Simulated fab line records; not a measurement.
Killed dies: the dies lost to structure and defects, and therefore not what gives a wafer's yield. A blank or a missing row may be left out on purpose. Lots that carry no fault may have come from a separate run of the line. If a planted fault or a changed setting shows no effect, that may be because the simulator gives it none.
Chamber matching -- flow nandHarc -- 4 sister chambers for NHARC_A_CHANNEL_HOLE_D1_ETCH_44 on rieDiel-07
The step etches the open film in CF4/O2, target depth 140 nm, overetch 14 nm, time 77 s. 4 wafers are shown with their chamber, then 9 later ones without.

WAFERS PAIRED WITH THEIR CHAMBERS
wafer,chamber,drypumpMotorCurrentA (A)
L433.6,1,6.4
L437.1,3,5.2
L439.3,0,5.5
L439.6,2,6.3

WAFERS WITHOUT THEIR CHAMBER
wafer,drypumpMotorCurrentA (A)
L440.1,5.4
L440.4,6.4
L440.5,6.3
L441.1,6.3
L441.3,5.4
L441.4,5.4
L442.2,5.2
L442.4,6.3
L442.5,5.2

WHICH CHAMBER EACH ONE RAN IN
wafer,from the rows above,in truth
L440.1,can't be placed: 0 or 3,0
L440.4,can't be placed: 1 or 2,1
L440.5,can't be placed: 2 or 1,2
L441.1,can't be placed: 2 or 1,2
L441.3,can't be placed: 0 or 3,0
L441.4,can't be placed: 0 or 3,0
L442.2,3,3
L442.4,can't be placed: 2 or 1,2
L442.5,3,3
Correctly placed: 2 of 9. From these rows, 7 cannot be placed; in 7 the true chamber is one of the candidates. 0 placed wrongly.
How it was worked out, from the rows above alone: a wafer's distance from a chamber is the root of the sum, over the readings, of the square of ((its reading less the chamber's mean) divided by the reading's scatter). The wafer belongs to the nearest chamber; if the next one is less than 2 further off, it can't be placed. The mean given for a chamber averages the wafers shown for that chamber. The scatter: root of mean squared gap, hidden wafer to nearest shown wafer, with one shown wafer a chamber.
